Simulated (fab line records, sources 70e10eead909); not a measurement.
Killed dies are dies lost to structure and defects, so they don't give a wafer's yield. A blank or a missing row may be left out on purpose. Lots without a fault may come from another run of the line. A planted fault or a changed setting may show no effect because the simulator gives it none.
Chamber matching | flow nand_harc | NHARC_A_CHANNEL_FILL_D1_ETCHBACK_20 on rie_diel-08: 4 sister chambers
The step etches the open film in C4F8/O2/Ar, target depth 27 nm, time 13.5 s. 16 wafers are shown with their chamber, then 8 later ones without.

WAFERS WITH THEIR CHAMBER
wafer  | chamber | rf_vpp_V (V) | chamber_pressure_mTorr (mTorr) | oes_product_au (a.u.)
L074.1 | 3       | 980          | 24.975                         | 0.92
L074.3 | 2       | 979          | 25.029                         | 0.93
L074.5 | 2       | 978          | 24.973                         | 0.92
L077.3 | 0       | 985          | 24.963                         | 0.92
L077.4 | 3       | 983          | 24.969                         | 0.93
L077.5 | 2       | 979          | 25.000                         | 0.92
L080.1 | 3       | 982          | 24.990                         | 0.99
L080.2 | 2       | 978          | 24.981                         | 0.98
L080.6 | 1       | 980          | 24.977                         | 0.99
L085.1 | 2       | 978          | 24.985                         | 0.92
L085.3 | 1       | 981          | 25.020                         | 0.91
L085.4 | 3       | 981          | 25.013                         | 0.92
L086.2 | 2       | 980          | 25.003                         | 0.91
L086.4 | 1       | 983          | 24.975                         | 0.94
L086.5 | 1       | 983          | 24.982                         | 0.93
L088.2 | 1       | 982          | 24.964                         | 1.00

SIGNATURES (means of the wafers above)
reading                | chamber 0 | chamber 1 | chamber 2 | chamber 3 | scatter within a chamber
rf_vpp_V               | 985.00    | 981.80    | 978.67    | 981.50    | 1.12
chamber_pressure_mTorr | 24.96300  | 24.98360  | 24.99517  | 24.98675  | 0.0204
oes_product_au         | 0.9200    | 0.9540    | 0.9300    | 0.9400    | 0.0326
Rule: a wafer's distance from a chamber is the root of the sum, over the readings, of the square of ((its reading less the chamber's mean) divided by the reading's scatter). The wafer belongs to the nearest chamber; if the next one is less than 2 further off, it can't be placed. The scatter: the root of (the sum of the squares of (reading less its chamber's mean) over the shown wafers, divided by (wafers less chambers)).

WAFERS WITHOUT THEIR CHAMBER
wafer  | rf_vpp_V (V) | chamber_pressure_mTorr (mTorr) | oes_product_au (a.u.)
L088.5 | 982          | 24.997                         | 0.99
L088.6 | 979          | 25.004                         | 1.00
L095.2 | 985          | 25.024                         | 0.92
L095.4 | 983          | 25.026                         | 0.93
L095.5 | 980          | 24.997                         | 0.93
L096.1 | 980          | 25.000                         | 0.97
L096.4 | 981          | 25.003                         | 0.96
L096.5 | 979          | 24.995                         | 0.97

WHICH CHAMBER EACH WENT THROUGH
wafer  | from the rows above               | in truth
L088.5 | can't be placed: 1 or 3           | 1
L088.6 | can't be placed: 2 or 3 or 1      | 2
L095.2 | can't be placed: 0 or 1 or 3      | 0
L095.4 | can't be placed: 3 or 1 or 0 or 2 | 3
L095.5 | can't be placed: 2 or 3 or 1      | 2
L096.1 | can't be placed: 2 or 3 or 1      | 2
L096.4 | can't be placed: 3 or 1 or 2      | 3
L096.5 | can't be placed: 2 or 3 or 1      | 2
Placed correctly: 0 of 8. Can't be placed from these rows: 8 (the true chamber is among the candidates in 8). Placed wrongly: 0.
